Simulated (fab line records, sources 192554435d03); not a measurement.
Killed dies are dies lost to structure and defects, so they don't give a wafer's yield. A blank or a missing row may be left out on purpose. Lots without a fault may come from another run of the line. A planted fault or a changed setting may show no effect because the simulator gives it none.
A struck lot beside a sound one | flow n5_finfet | 32 steps out of a route of 1938
Sound: wafers L348.3, L348.5, L348.6. Struck: wafer L356.3. (L356.5 of the same lot was not struck and is left out.) The cause comes at the end.
At each step with rows: each side's tool, then ch and its chambers, then its first start. Under that, the readings that differ: sound wafers | struck wafers | difference of the means | sigmas: that difference in standard deviations of wafers without a fault.
alike: readings whose means differ by less than 2 such deviations, and words and numbers that are the same on both sides. not compared: withheld readings, readings that some wafer has no value for, bounds like >300 that may hide the same value, and numbers for which the record gives no deviation and whose values overlap.
The two part at a step that has a row with sigmas, a row that says differs or no value, or rows on one side only. Numbers that don't overlap but have no deviation are shown without sigmas and don't part them. A reading that every wafer of one side lacks parts them only if that side has two wafers or more.

first, 9 steps without rows for these wafers: N5_BEOL_M0_CUTY_STRIP_64 (strips in N2/H2); N5_BEOL_M0_ETCH_138 (etches SiCN in CH3F/O2, target depth 12 nm, time 31.6 s); N5_BEOL_M0_HM_OPEN_105 (chemistry Cl2/BCl3, target TiN, target depth 12 nm); N5_BEOL_M0_STRIP_140 (strips in CF4); N5_BEOL_M0_STRIP_104 (strips in N2/H2); N5_BEOL_M0_WET_ETCH_106 (etches SiO2 in DHF, target depth 130 nm, rinse time 30 s); N5_BEOL_M0_ETCH_128 (etches SiCN in CF4/N2, target depth 12 nm, overetch 5.1 nm, time 21.4 s); N5_BEOL_M0_TRENCH_ETCH_107 (etches SiOC in C4F6/O2, target depth 32.8 nm, time 16.4 s); N5_BEOL_M0_STRIP_142 (strips in N2/H2, time 10 s).
N5_BEOL_M0_OCD_MEAS_108:
  sound on ocd-02, day 7 02:12; struck on ocd-01, day 8 19:16
  alike: trench_depth_nm
then, 2 steps without rows for these wafers: N5_BEOL_M0_HM_STRIP_129 (strips TiN in peroxide tin strip, target depth 17 nm, time 108 s); N5_BEOL_M0_SRD_130 (time 30 s).
N5_BEOL_M0_ETCH_109: etches SiCN in CH3F/O2, target depth 8 nm, overetch 2.4 nm, time 27.4 s.
  sound on rie_diel-06 ch 0,3, day 7 02:18; struck on rie_diel-05 ch 3, day 8 19:25
  reading                                           | sound             | struck | difference | sigmas
  CH3F_flow_sccm (sccm)                             | 29.83 30.03 30.04 | 30.22  | +0.25      | +3
  model.SiOC_of_BEOL_M0_SAQP_ILD_DEP_01.thk_nm (nm) | 42.2 42.8 42.8    | 40.8   | -1.8       |
  alike: drypump_motor_current_A, oes_product_au, rf_vpp_V, showerhead_plenum_p_Torr, throttle_valve_pct
  not compared: rf_hours_counter_h
then, 5 steps without rows for these wafers: N5_BEOL_M0_STRIP_139 (strips in post etch residue remover, time 60 s); N5_BEOL_M0_SRD_111 (time 30 s); N5_BEOL_M0_DEGAS_112 (time 60 s); N5_BEOL_M0_PRE_CLEAN_113 (time 30 s); N5_BEOL_M0_ALD_136 (deposits TaN, pulse time 2 s, purge time 3 s, co reactant purge time 2 s).
N5_BEOL_M0_SURFACE_TREAT_137:
  sound on pvd_sputter-02, day 7 02:48; struck on pvd_sputter-02, day 8 20:34
  not compared: throttle_valve_pct
then, 1 step without rows for these wafers: N5_BEOL_M0_CVD_115 (deposits Co from CCTBA/H2, time 120 s).
N5_BEOL_M0_SPUTTER_116: material Cu, target thk 4 nm, time 7.37 s.
  sound on pvd_sputter-03, day 7 02:59; struck on pvd_sputter-03, day 8 20:45
  reading                | sound                | struck | difference | sigmas
  substrate_temp_c (C)   | -20.09 -20.16 -19.94 | -19.83 | +0.23      | +2
  throttle_valve_pct (%) | 31.6 31.2 31.4       | 27.7   | -3.7       | -3
  alike: susceptor_temp_C
then, 3 steps without rows for these wafers: N5_BEOL_M0_ANNEAL_117 (time 60 s); N5_BEOL_M0_SPUTTER_132 (material Cu, target thk 4 nm, time 7.37 s); N5_BEOL_M0_ANNEAL_133 (time 60 s).
N5_BEOL_M0_SPUTTER_134: material Cu, target thk 4 nm, time 7.37 s.
  sound on pvd_sputter-03, day 7 03:14; struck on pvd_sputter-03, day 8 20:59
  reading                | sound          | struck | difference | sigmas
  throttle_valve_pct (%) | 31.8 30.9 31.5 | 27.8   | -3.6       | -3
  alike: substrate_temp_c, susceptor_temp_C
N5_BEOL_M0_ANNEAL_135: time 60 s.
  sound on pvd_sputter-03, day 7 03:19; struck on pvd_sputter-03, day 8 21:04
  alike: heater_power_w, susceptor_temp_C
N5_BEOL_M0_SPUTTER_141: material Cu, target thk 4 nm, time 7.37 s.
  sound on pvd_sputter-03, day 7 03:21; struck on pvd_sputter-03, day 8 21:07
  reading                | sound          | struck | difference | sigmas
  throttle_valve_pct (%) | 31.5 31.3 31.8 | 27.8   | -3.7       | -3
  alike: substrate_temp_c, susceptor_temp_C
then, 2 steps without rows for these wafers: N5_BEOL_M0_ECD_118 (material Cu, target thk 300 nm); N5_BEOL_M0_ANNEAL_119 (time 90 s).
N5_BEOL_M0_CMP_120: polishes, stops on SiOC, t overpolish 6.9 s.
  sound on cmp-03 ch 1,2,3, day 7 04:28; struck on cmp-04 ch 1, day 8 21:44
  reading                                           | sound        | struck | difference | sigmas
  time_to_endpoint_s (s)                            | 56 57 59     | 65     | +8         | +2
  model.SiOC_of_BEOL_M0_SAQP_ILD_DEP_01.thk_nm (nm) | 39 39.6 39.8 | 37.6   | -1.9       |
  alike: barrier_field_endpoint_s, head_pressure_psi, motor_current_A, overpolish_run_s, retaining_ring_pressure_frac
N5_BEOL_M4_RC_MEAS_101:
  sound on prober-02 ch 0, day 9 05:07; struck on prober-01 ch 0, day 10 16:22
  reading       | sound          | struck | difference | sigmas
  ION_N (uA/um) | 663 674 671    | 644    | -25        | -2
  ION_P (uA/um) | 454 462 463    | 442    | -18        | -2
  VT_P (mV)     | -252 -249 -246 | -257   | -8         | -2
  alike: DIBL_N, DIBL_P, IOFF_N, IOFF_P, SS_N, SS_P, VT_N
then, 1 step without rows for these wafers: N5_PASSIVATION_PROBE_49.

WHERE THEY PART
First at N5_BEOL_M0_ETCH_109; last, within this record, at N5_BEOL_M4_RC_MEAS_101.

WHY: what the simulator had put in
Process parameter drift: rie_diel-05, from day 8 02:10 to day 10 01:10, at N5_BEOL_M0_ETCH_109. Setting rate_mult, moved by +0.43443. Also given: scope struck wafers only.
